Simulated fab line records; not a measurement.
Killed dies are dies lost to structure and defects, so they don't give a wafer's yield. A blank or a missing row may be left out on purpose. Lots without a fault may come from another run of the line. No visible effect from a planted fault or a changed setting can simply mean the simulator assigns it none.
The tool behind it: which one? | flow n5Finfet | Sampling: 10 lots, 30 wafers, 4 of 1938 route steps

== WHAT EACH GAUGE READ, for each wafer ==
N5_BEOL_M15_INSPECT_55: inspects for defects (darkfield). Usual: rawDefectCount reads 77 (standard deviation 27).
lot  | measured     | on               | rawDefectCount | flag
L757 | day 14 12:59 | defectInspect-02 | 115 89 90      | 
L758 | day 14 20:03 | defectInspect-01 | 106 115 57     | 
L762 | day 15 20:07 | defectInspect-02 | 157 75 140     | 
L763 | day 16 01:49 | defectInspect-01 | 56 52 73       | 
L765 | day 16 01:56 | defectInspect-02 | 56 47 59       | 
L774 | day 17 06:22 | defectInspect-01 | 141 111 88     | 
L771 | day 17 23:29 | defectInspect-02 | 149 76 98      | 
L761 | day 19 14:19 | defectInspect-02 | 61 85 96       | 
L776 | day 20 07:05 | defectInspect-02 | 59 82 108      | 
L777 | day 20 12:24 | defectInspect-01 | 64 55 81       | 

== WHAT TOOL EACH LOT RAN ON (gives the tool, then ch and the chambers of the sampled wafers, and finally the start) ==
lot  | N5_BEOL_M15_STRIP_36              | N5_BEOL_M15_STRIP_37                         | N5_BEOL_M15_SPUTTER_44
L757 | rieDiel-06 ch 0,1,3, day 14 10:54 | rieDiel-06 ch 0,1,3, day 14 11:31 or earlier | pvdSputter-01, day 14 11:31
L758 | rieDiel-03 ch 0,2, day 14 17:33   | rieDiel-03 ch 0,2, day 14 18:41 or earlier   | pvdSputter-02, day 14 18:41
L762 | rieDiel-06 ch 1,2,3, day 15 18:07 | rieDiel-06 ch 1,2,3, day 15 18:56 or earlier | pvdSputter-02, day 15 18:56
L763 | rieDiel-06 ch 0,1,3, day 15 23:52 | rieDiel-06 ch 0,1,3, day 16 00:38 or earlier | pvdSputter-01, day 16 00:38
L765 | rieDiel-01 ch 0,3, day 15 23:54   | rieDiel-01 ch 0,3, day 16 00:43 or earlier   | pvdSputter-03, day 16 00:43
L774 | rieDiel-01 ch 0,1,3, day 17 04:20 | rieDiel-01 ch 0,1,3, day 17 05:09 or earlier | pvdSputter-02, day 17 05:09
L771 | rieDiel-03 ch 0,2,3, day 17 21:26 | rieDiel-03 ch 0,2,3, day 17 22:05 or earlier | pvdSputter-02, day 17 22:05
L761 | rieDiel-03 ch 0,1,2, day 19 12:20 | rieDiel-03 ch 0,1,2, day 19 13:03 or earlier | pvdSputter-03, day 19 13:03
L776 | rieDiel-06 ch 0,1,3, day 20 03:40 | rieDiel-06 ch 0,1,3, day 20 05:52 or earlier | pvdSputter-01, day 20 05:52
L777 | rieDiel-03 ch 0,1,3, day 20 10:25 | rieDiel-03 ch 0,1,3, day 20 11:13 or earlier | pvdSputter-02, day 20 11:13
- N5_BEOL_M15_STRIP_36: strips in O2.
- N5_BEOL_M15_STRIP_37: strips in O2.
- N5_BEOL_M15_SPUTTER_44: material Ta, target thk 15 nm, time 24.19 s.

== AS READ BY THE TOOLS THEMSELVES (means over the sampled wafers that have a number; for cases with no such wafer, the mark the record gives instead) ==
N5_BEOL_M15_STRIP_36. Usual: drypumpMotorCurrentA 5.8 A, standard deviation 0.55; oesProductAu 0.79 a.u., standard deviation 0.078; rfVppV 3.7 V, standard deviation 0.98; showerheadPlenumPTorr 2.09 Torr, standard deviation 0.067; tempC 59.99 C, standard deviation 0.096; throttleValvePct 16.78 %, standard deviation 0.18.
lot  | tool       | drypumpMotorCurrentA (A) | oesProductAu (a.u.) | rfVppV (V) | showerheadPlenumPTorr (Torr) | tempC (C) | throttleValvePct (%) | flag
L757 | rieDiel-06 | 5.6                      | 0.87                | 4.0        | 2.14                         | 59.97     | 16.71                | 
L758 | rieDiel-03 | 5.4                      | 0.70                | 3.5        | 2.10                         | 60.01     | 16.97                | 
L762 | rieDiel-06 | 5.6                      | 0.79                | 2.6        | 2.08                         | 60.05     | 16.78                | 
L763 | rieDiel-06 | 5.6                      | 0.85                | 5.2        | 2.14                         | 59.97     | 16.75                | 
L765 | rieDiel-01 | 6.4                      | 0.79                | 4.7        | 2.03                         | 60.01     | 16.98                | 
L774 | rieDiel-01 | 6.3                      | 0.76                | 3.2        | 2.05                         | 59.84     | 16.91                | 
L771 | rieDiel-03 | 5.3                      | 0.83                | 3.6        | 2.11                         | 60.05     | 16.74                | 
L761 | rieDiel-03 | 5.5                      | 0.77                | 3.8        | 2.07                         | 60.05     | 16.65                | 
L776 | rieDiel-06 | 5.6                      | 0.81                | 3.0        | 2.13                         | 59.99     | 16.82                | 
L777 | rieDiel-03 | 5.7                      | 0.79                | 3.5        | 2.05                         | 60.15     | 16.64                | 

N5_BEOL_M15_STRIP_37. Usual: drypumpMotorCurrentA 5.8 A, standard deviation 0.55; oesProductAu 0.79 a.u., standard deviation 0.078; rfVppV 3.5 V, standard deviation 0.61; showerheadPlenumPTorr 2.09 Torr, standard deviation 0.067; tempC 59.98 C, standard deviation 0.11; throttleValvePct 16.78 %, standard deviation 0.18.
lot  | tool       | drypumpMotorCurrentA (A) | oesProductAu (a.u.) | rfVppV (V) | showerheadPlenumPTorr (Torr) | tempC (C) | throttleValvePct (%) | flag
L757 | rieDiel-06 | 5.6                      | 0.87                | 3.7        | 2.14                         | 59.93     | 16.72                | 
L758 | rieDiel-03 | 5.3                      | 0.71                | 4.1        | 2.10                         | 59.97     | 16.96                | 
L762 | rieDiel-06 | 5.6                      | 0.79                | 3.7        | 2.08                         | 60.07     | 16.77                | 
L763 | rieDiel-06 | 5.6                      | 0.85                | 2.9        | 2.14                         | 59.95     | 16.75                | 
L765 | rieDiel-01 | 6.4                      | 0.78                | 2.9        | 2.03                         | 59.90     | 16.99                | 
L774 | rieDiel-01 | 6.3                      | 0.76                | 3.0        | 2.05                         | 59.96     | 16.92                | 
L771 | rieDiel-03 | 5.3                      | 0.83                | 3.5        | 2.11                         | 59.98     | 16.75                | 
L761 | rieDiel-03 | 5.6                      | 0.77                | 3.4        | 2.07                         | 59.96     | 16.64                | 
L776 | rieDiel-06 | 5.6                      | 0.82                | 4.1        | 2.13                         | 60.06     | 16.81                | 
L777 | rieDiel-03 | 5.7                      | 0.81                | 3.7        | 2.05                         | 59.98     | 16.66                | 

N5_BEOL_M15_SPUTTER_44. Usual: biasV 80.1 V, standard deviation 0.76; cathodeDcPowerW 15000 W, standard deviation 2.9; chamberPressurePa 0.07001 Pa, standard deviation 0.00013; throttleValvePct 29.8 %, standard deviation 1.1.
lot  | tool          | biasV (V) | cathodeDcPowerW (W) | chamberPressurePa (Pa) | throttleValvePct (%) | flag
L757 | pvdSputter-01 | 80.3      | 14999               | 0.07010                | 30.0                 | 
L758 | pvdSputter-02 | 79.4      | 15002               | 0.07002                | 29.3                 | 
L762 | pvdSputter-02 | 80.5      | 15001               | 0.06994                | 30.4                 | 
L763 | pvdSputter-01 | 80.1      | 14999               | 0.06996                | 29.6                 | 
L765 | pvdSputter-03 | 78.8      | 15002               | 0.07003                | 30.3                 | 
L774 | pvdSputter-02 | 80.5      | 13864               | 0.07000                | 29.2                 | OFF
L771 | pvdSputter-02 | 80.1      | 13863               | 0.06995                | 29.3                 | OFF
L761 | pvdSputter-03 | 79.9      | 15000               | 0.06995                | 29.7                 | 
L776 | pvdSputter-01 | 80.3      | 15000               | 0.07001                | 30.3                 | 
L777 | pvdSputter-02 | 80.4      | 15000               | 0.07006                | 30.7                 | 

== THE ANSWER, worked out from the rows above alone ==
Rule: lot off if the mean of its wafers having a number is beyond 3 standard deviations from the usual mean. Also off: a lot with no number at a reading for which 4 or more lots have one. All remaining lots with rows at the step are treated as sound. Order of review: gauges by route order, followed by the tools' own readings, for which a lot's mean as printed above is used. The first step at which some lot is off is used, and at that step the reading that is off furthest; a lot without a number counts as furthest.
Off: L774, L771 (N5_BEOL_M15_SPUTTER_44, cathodeDcPowerW).
A tool fits if, at that step or a process step before it, it ran every lot that is off, and no sound lot after the first of them. N5_BEOL_M15_STRIP_37 gives no start for some lots, so the hours and the order of its lots are those of N5_BEOL_M15_SPUTTER_44. Not one of the candidates tried fits.

== WHAT HAD BEEN PUT IN BY THE SIMULATOR ==
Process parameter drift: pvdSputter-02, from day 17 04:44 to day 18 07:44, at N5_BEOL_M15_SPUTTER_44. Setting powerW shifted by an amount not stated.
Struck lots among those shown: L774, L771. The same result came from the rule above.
